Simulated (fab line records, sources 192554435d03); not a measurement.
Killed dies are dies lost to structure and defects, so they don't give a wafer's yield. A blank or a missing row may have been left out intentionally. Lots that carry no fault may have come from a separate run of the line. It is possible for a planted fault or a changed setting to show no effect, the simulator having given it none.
fab line records	flow n5Finfet
record: lots: 6	wafers: 17	lastDay: 18
route steps=1938 shown BEOL_M11@1553
lots that met no fault: taken from a fault-free run of the same line
startH: start of the lot's first displayed wafer, in hours after the record's first day	waitH: hours since the lot's step before	" unchanged from the row above	L1.1+2: one row covering several wafers at once	- value missing, or start not given	* or withheld: withheld	< > ~ a bound
route shown NAME@n: names a module that has steps shown in the file, with the first one's number in the route	usual: average and standard deviation across the fault-free wafers	same: alike in all rows	chamber/n: place in a boat	sites: each site's reading	_std_site: their standard deviation	_edge_site: outer sites' mean less inner sites'	radiusMm: for every site, how far away it sits from the centre of the wafer	mask NAME#n: copy n	behind: tool/chamber where the wafer was last shaped	hold: why the lot was held/for how many hours/how that ended	device: transistor that didn't switch, given as n, p or np	end of line: tests of these same wafers at the route's end	a step with no rows: only its recipe	killed: not the wafer's yield, but the dies lost to structure and defects at the first sort	map: a wafer's dies, x killed, . not, _ none there
set.NAME: the run value of the setting; set.NAME@STEP: its run value at that earlier step	model.NAME: the simulator's own value behind a step, which no gauge read
certain route steps with their lots: each step a table, each wafer a row
services: when a tool's chamber went out of use (startH, in hours from the record's first day, below 0 if earlier), for how many hours, and the reason
== steps ==
step: N5_BEOL_M11_ETCH_61
recipe: chemistry: CF4	target: SiARC	targetDepthA: 390	maskMaterial: CAR-ArF	timeS: 65	ionEnergyEv: 80	pressureMtorr: 40	sourceW: 545	biasW: 36	Ar_flow_sccm: 100	cf4FlowSccm: 100	ends: cleared
usual: drypumpMotorCurrentA: 5.5/0.31	etchRfOnTimeS: 64.8/1	mfcArSccm: 100.0/0.32	oesProductAu: 0.68/0.072	rfVppV: 183.9/1.2	showerheadPlenumPTorr: 2.13/0.073	throttleValvePct: 15.52/0.25
lot.wafer	tool	chamber	startH	waitH	drypumpMotorCurrentA	etchRfOnTimeS	mfcArSccm	oesProductAu	rfHoursCounterH	rfVppV	showerheadPlenumPTorr	throttleValvePct
L715.2	rieDiel-06	0	250.36	0.0	5.5	64.8	100.5	0.72	74	185.5	2.17	15.32
L715.3	"	2	"	"	5.9	65.9	100.2	0.66	123	184.3	2.23	15.35
L715.6	"	2	"	"	5.9	65.9	99.8	0.66	-	185.2	2.23	15.35
L728.3	rieDiel-06	1	335.91	0.0	6.0	63.8	100.3	0.71	76	185.5	2.17	15.37
L728.4	"	0	"	"	5.5	63.9	100.1	0.70	-	183.7	2.16	15.35
L727.2	rieDiel-01	0	339.21	0.0	5.1	64.7	99.7	0.67	115	183.0	2.15	15.81
L727.3	"	2	"	"	5.7	65.7	99.5	0.82	4	182.7	2.11	15.37
L727.4	"	2	"	"	5.7	66.3	100.1	0.81	-	183.0	2.11	15.39
L732.2	rieDiel-06	2	369.18	0.0	6.0	64.6	99.1	0.64	157	184.6	2.22	15.42
L732.4	"	0	"	"	5.5	65.0	100.0	0.69	109	183.8	2.15	15.38
L732.6	"	0	"	"	5.4	64.6	100.1	0.68	-	184.3	2.15	15.37
L735.1	rieDiel-01	0	373.91	0.0	5.1	64.7	100.1	0.65	124	184.6	2.15	15.83
L735.3	"	2	"	"	5.7	66.1	99.8	0.78	16	185.2	2.10	15.40
L735.4	"	1	"	"	5.6	62.7	100.4	0.82	9	184.6	2.18	15.31
L736.4	rieDiel-06	3	393.22	0.0	5.1	65.4	99.7	0.79	-	187.3	2.27	15.25
L736.5	"	0	"	"	5.4	63.7	100.2	0.69	-	183.9	2.15	15.39
L736.6	"	1	"	"	5.9	63.7	99.9	0.69	-	182.7	2.16	15.41
step: N5_BEOL_M11_ETCH_62
recipe: chemistry: N2/H2	target: SOC	targetDepthA: 1100	overetchA: 220	maskMaterial: SiARC	tempC: 40	timeS: 165	ionEnergyEv: 200	pressureMtorr: 30	sourceW: 840	biasW: 150	n2FlowSccm: 200	h2FlowSccm: 200
usual: drypumpMotorCurrentA: 5.5/0.31	h2FlowSccm: 200.1/0.54	oesProductAu: 0.67/0.068	rfVppV: 523.6/2.7	showerheadPlenumPTorr: 2.54/0.097	throttleValvePct: 17.76/0.24
lot.wafer	tool	chamber	startH	waitH	drypumpMotorCurrentA	h2FlowSccm	oesProductAu	rfHoursCounterH	rfVppV	showerheadPlenumPTorr	throttleValvePct
L715.2	rieDiel-06	0	250.41	0.0	5.5	200.1	0.72	74	524.3	2.57	17.50
L715.3	"	2	"	"	5.9	200.2	0.66	123	527.7	2.67	17.77
L715.6	"	2	"	"	6.0	200.6	0.66	-	527.6	2.67	17.77
L728.3	rieDiel-06	1	335.96	0.0	6.0	200.6	0.69	76	525.4	2.57	17.69
L728.4	"	0	"	"	5.4	200.0	0.69	-	523.4	2.56	17.54
L727.2	rieDiel-01	0	339.26	0.0	5.1	200.5	0.66	115	524.8	2.55	17.98
L727.3	"	2	"	"	5.7	200.0	0.82	4	522.3	2.50	17.66
L727.4	"	2	"	"	5.7	200.1	0.82	-	523.3	2.50	17.67
L732.2	rieDiel-06	2	369.23	0.0	5.9	198.9	0.64	157	526.5	2.66	17.82
L732.4	"	0	"	"	5.5	199.8	0.68	109	525.0	2.56	17.55
L732.6	"	0	"	"	5.4	199.6	0.69	-	525.0	2.56	17.59
L735.1	rieDiel-01	0	373.96	0.0	5.1	199.5	0.65	124	524.8	2.55	18.02
L735.3	"	2	"	"	5.7	198.8	0.78	16	521.6	2.50	17.69
L735.4	"	1	"	"	5.6	200.8	0.79	9	526.1	2.61	17.60
L736.4	rieDiel-06	3	393.32	0.1	5.1	200.8	0.77	-	527.0	2.71	17.58
L736.5	"	0	"	"	5.5	201.2	0.67	-	522.7	2.55	17.58
L736.6	"	1	"	"	6.0	200.1	0.68	-	524.6	2.56	17.71
step: N5_BEOL_M11_STRIP_68
recipe: chemistry: N2/H2	tempC: 40	n2FlowSccm: 200	h2FlowSccm: 200	rfFrequencyHz: 6e+07
step: N5_BEOL_M11_STRIP_67
recipe: chemistry: CF4	resist: SiARC	powerW: 300	biasPowerW: 75	pressureMtorr: 50	cf4FlowSccm: 150	rfFrequencyHz: 6e+07
usual: drypumpMotorCurrentA: 5.5/0.31	oesProductAu: 0.79/0.08	rfVppV: 271.1/1.6	showerheadPlenumPTorr: 1.79/0.062	throttleValvePct: 13.49/0.25
lot.wafer	tool	chamber	startH	waitH	drypumpMotorCurrentA	oesProductAu	rfHoursCounterH	rfVppV	showerheadPlenumPTorr	throttleValvePct
L715.2	rieDiel-06	0	250.56	0.0	5.4	0.83	74	271.8	1.81	13.28
L715.3	"	2	"	"	6.0	0.78	123	272.5	1.87	13.35
L715.6	"	2	"	"	6.0	0.78	-	272.5	1.87	13.35
L728.3	rieDiel-06	1	336.10	0.0	5.9	0.82	76	270.8	1.81	13.33
L728.4	"	0	"	"	5.5	0.82	-	272.1	1.81	13.35
L727.2	rieDiel-01	0	339.41	0.0	5.1	0.78	115	271.0	1.81	13.77
L727.3	"	2	"	"	5.7	0.96	4	269.1	1.76	13.33
L727.4	"	2	"	"	5.7	0.98	-	270.1	1.76	13.31
L732.2	rieDiel-06	2	369.37	0.0	5.9	0.76	157	272.3	1.86	13.43
L732.4	"	0	"	"	5.4	0.80	110	271.4	1.80	13.36
L732.6	"	0	"	"	5.5	0.79	-	272.2	1.80	13.37
L735.1	rieDiel-01	0	374.11	0.0	5.1	0.77	124	271.4	1.80	13.79
L735.3	"	2	"	"	5.7	0.92	16	270.0	1.76	13.34
L735.4	"	1	"	"	5.6	0.93	9	270.4	1.83	13.27
L736.4	rieDiel-06	3	393.40	0.0	5.1	0.91	-	274.2	1.90	13.22
L736.5	"	0	"	"	5.5	0.79	-	272.4	1.80	13.39
L736.6	"	1	"	"	6.0	0.80	-	271.0	1.81	13.37
step: N5_BEOL_M11_HM_OPEN_17
recipe: chemistry: Cl2/BCl3	targetDepthA: 200	overetchA: 60	target: TiN	maskMaterial: SOC	ionEnergyEv: 150	pressureMtorr: 10	icpW: 1000	biasW: 126	Cl2_flow_sccm: 53.25	bcl3FlowSccm: 21.75	Ar_flow_sccm: 25
usual: drypumpMotorCurrentA: 5.5/0.4	heBacksideLeakSccm: 3.35/0.21	mfcArSccm: 25.02/0.08	oesProductAu: 0.62/0.069	throttleValvePct: 22.34/0.25
lot.wafer	tool	chamber	startH	waitH	drypumpMotorCurrentA	heBacksideLeakSccm	mfcArSccm	oesProductAu	rfHoursCounterH	throttleValvePct
L715.2	rieMetal-02	0	250.60	0.0	5.4	3.28	25.00	0.59	93	22.09
L715.3	"	1	"	"	5.1	3.18	25.13	0.64	-	22.59
L715.6	"	0	"	"	5.3	3.32	25.07	0.58	-	22.09
L728.3	rieMetal-01	0	336.20	0.1	5.9	3.48	25.08	0.57	-	22.18
L728.4	"	0	"	"	5.9	3.51	25.08	0.57	-	22.16
L727.2	rieMetal-02	0	339.45	0.0	5.4	3.47	24.99	0.57	100	22.09
L727.3	"	0	"	"	5.4	3.53	24.93	0.58	-	22.08
L727.4	"	1	"	"	5.1	3.22	24.91	0.63	-	22.57
L732.2	rieMetal-02	1	369.44	0.1	5.1	3.14	25.11	0.63	-	22.61
L732.4	"	1	"	"	5.1	3.12	25.00	0.62	-	22.60
L732.6	"	1	"	"	5.1	3.23	25.12	0.63	-	22.60
L735.1	rieMetal-02	1	374.15	0.0	5.1	3.19	25.00	0.61	59	22.61
L735.3	"	1	"	"	5.1	3.19	24.90	0.62	-	22.62
L735.4	"	1	"	"	5.1	3.18	24.98	0.61	-	22.59
L736.4	rieMetal-02	0	393.46	0.1	5.4	3.50	25.21	0.81	-	21.86
L736.5	"	1	"	"	5.1	3.19	24.93	0.62	-	22.61
L736.6	"	0	"	"	5.4	3.37	25.11	0.82	-	21.87
step: N5_BEOL_M11_STRIP_19
recipe: chemistry: O2	powerW: 400	tempC: 40	pressureMtorr: 30	rfFrequencyHz: 6e+07	biasPowerW: 0	overashFraction: 0.2	o2FlowSccm: 225
usual: drypumpMotorCurrentA: 5.5/0.31	o2FlowSccm: 225.0/0.66	oesProductAu: 0.79/0.083	rfVppV: 3.7/0.59	showerheadPlenumPTorr: 2.08/0.083	throttleValvePct: 16.60/0.26
lot.wafer	tool	chamber	startH	waitH	drypumpMotorCurrentA	o2FlowSccm	oesProductAu	rfHoursCounterH	rfVppV	showerheadPlenumPTorr	throttleValvePct
L715.2	rieDiel-03	0	250.71	0.1	5.6	224.0	0.71	222	3.1	2.07	16.60
L715.3	"	2	"	"	5.3	224.8	0.72	187	3.3	2.09	17.18
L715.6	"	1	"	"	5.2	225.9	0.76	-	4.2	1.92	16.43
L728.3	rieDiel-06	2	336.35	0.1	6.0	224.4	0.75	147	2.8	2.19	16.45
L728.4	"	1	"	"	6.0	224.5	0.84	-	3.4	2.12	16.41
L727.2	rieDiel-06	2	339.81	0.3	6.0	224.4	0.74	148	3.8	2.19	16.47
L727.3	"	0	"	"	5.5	225.3	0.83	101	3.5	2.12	16.46
L727.4	"	0	"	"	5.5	225.8	0.82	-	5.3	2.12	16.46
L732.2	rieDiel-06	2	369.62	0.1	5.9	225.6	0.73	157	4.8	2.18	16.48
L732.4	"	0	"	"	5.4	225.7	0.81	110	4.4	2.12	16.48
L732.6	"	3	"	"	5.1	224.4	0.95	-	3.0	2.24	16.33
L735.1	rieDiel-01	2	374.36	0.2	5.7	224.8	0.92	16	4.3	2.06	16.48
L735.3	"	0	"	"	5.1	225.6	0.77	124	4.5	2.11	16.93
L735.4	"	1	"	"	5.6	225.3	0.95	10	4.3	2.14	16.40
L736.4	rieDiel-06	3	393.57	0.1	5.1	225.8	0.93	-	3.9	2.23	16.36
L736.5	"	0	"	"	5.5	225.4	0.81	-	3.7	2.11	16.48
L736.6	"	1	"	"	6.0	224.0	0.81	-	2.6	2.11	16.43
step: N5_BEOL_M11_CD_MEAS_18
recipe: pitchNm: 140	targetCdNm: 70
usual: cdNm: 70.2/0.5
lot.wafer	tool	chamber	startH	waitH	cdNm
L715.2	cdSem-01	-	250.78	0.1	69.8
L715.3	"	-	"	"	70.2
L715.6	"	-	"	"	69.6
L728.3	cdSem-01	-	336.42	0.1	69.9
L728.4	"	-	"	"	70.0
L727.2	cdSem-01	-	339.88	0.1	70.7
L727.3	"	-	"	"	71.4
L727.4	"	-	"	"	71.0
L732.2	cdSem-02	-	369.69	0.1	69.6
L732.4	"	-	"	"	69.8
L732.6	"	-	"	"	69.5
L735.1	cdSem-03	-	374.43	0.0	70.5
L735.3	"	-	"	"	70.7
L735.4	"	-	"	"	71.2
L736.4	cdSem-03	-	393.62	0.0	70.8
L736.5	"	-	"	"	70.5
L736.6	"	-	"	"	70.6
step: N5_BEOL_M11_COAT_63
recipe: resist: SOC	tempC: 250	timeS: 60	spinRpm: 1500	resistThkNm: 100
step: N5_BEOL_M11_COAT_64
recipe: resist: SiARC	tempC: 220	timeS: 60	spinRpm: 1500	resistThkNm: 30
step: N5_BEOL_M11_COAT_22
recipe: resist: CAR-ArF	spinRpm: 1500	resistThkNm: 90
step: N5_BEOL_M11_EBR_24
recipe: solvent: PGMEA	ebrWidthMm: 1.5
step: N5_BEOL_M11_SOFTBAKE_23
recipe: tempC: 110	timeS: 60	resist: CAR-ArF
step: N5_BEOL_M11_EXPOSE_25
recipe: maskId: V10	na: 1.35	sourceShape: annular	sigmaInner: 0.5	sigmaOuter: 0.8	polarization: unpolarized	doseMj: 85.5
usual: exposureDoseMJCm2: 85.49/0.079	focusOffsetNm: 0.1/0.48
lot.wafer	tool	chamber	startH	waitH	mask	exposureDoseMJCm2	focusOffsetNm
L715.2	arfiScanner-02	0	251.03	-	V10#0	85.44	-0.8
L715.3	"	0	"	"	V10#0	85.54	-0.3
L715.6	"	0	"	"	V10#0	85.55	-0.2
L728.3	arfiScanner-01	-	337.98	-	V10#0	-	-
L728.4	"	-	"	"	V10#0	-	-
L727.2	arfiScanner-01	-	342.65	-	V10#0	-	-
L727.3	"	-	"	"	V10#0	-	-
L727.4	"	-	"	"	V10#0	-	-
L732.2	arfiScanner-02	0	372.50	-	V10#0	85.55	-0.2
L732.4	"	0	"	"	V10#0	85.56	0.3
L732.6	"	0	"	"	V10#0	85.64	-0.5
L735.1	arfiScanner-01	0	376.12	-	V10#0	85.62	0.4
L735.3	"	0	"	"	V10#0	85.52	0.8
L735.4	"	0	"	"	V10#0	85.56	0.3
L736.4	arfiScanner-03	0	394.98	-	V10#0	85.49	-0.3
L736.5	"	0	"	"	V10#0	85.45	-1.0
L736.6	"	0	"	"	V10#0	85.48	0.5
step: N5_BEOL_M11_PEB_26
recipe: pebTempC: withheld	pebTimeS: 60	resist: CAR-ArF
== services ==
tool	chamber	startH	hours	kind
rieMetal-02	-	234.38	1.4	pm
arfiScanner-03	-	234.48	0.8	pm
rieDiel-03	2	241.27	5.7	repair
rieMetal-02	-	244.44	0.4	repair
arfiScanner-02	-	244.51	0.8	pm
rieDiel-03	3	244.60	9.1	repair
arfiScanner-02	-	268.50	1.3	pm
rieDiel-06	2	269.26	3.9	repair
rieDiel-01	0	275.92	17.7	repair
arfiScanner-01	-	311.37	1.3	pm
arfiScanner-02	-	316.36	1.0	pm
arfiScanner-02	-	317.69	4.9	pm
arfiScanner-01	-	328.13	3.1	pm
arfiScanner-01	-	331.42	0.8	pm
rieMetal-02	0	332.36	2.5	repair
arfiScanner-01	-	343.91	0.3	repair
arfiScanner-01	-	345.48	1.2	repair
rieDiel-06	0	356.11	2.4	repair
rieDiel-01	0	358.70	5.0	repair
arfiScanner-02	-	363.23	3.7	repair
rieDiel-01	0	367.00	3.0	repair
rieDiel-06	2	374.77	20.6	repair
arfiScanner-01	-	388.29	16.0	pm
arfiScanner-02	-	394.00	1.3	pm
== key ==
firstSign: step: N5_BEOL_M11_EXPOSE_25	reading: toolRecord	direction: missing
effect none on later readings
metAt N5_BEOL_M11_EXPOSE_25
struckWafers L727.2,L727.3,L727.4,L728.3,L728.4
laterRowsLeftOut L727.2,L727.3,L727.4,L728.3,L728.4
sortLeftOut L727.2,L727.3,L727.4,L728.3,L728.4
fault: kind: skippedStepWhole	tool: arfiScanner-01	chamber: -	onsetH: 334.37	steps: N5_BEOL_M11_EXPOSE_25	scope: struckLotsOnly
sortLeftOut: the simulated sort isn't trusted on such a fault, so these wafers' sort isn't shown, and their yield isn't known
laterRowsLeftOut: the simulator's readings of these wafers behind a module that went badly wrong aren't trusted and aren't shown, but for the sort
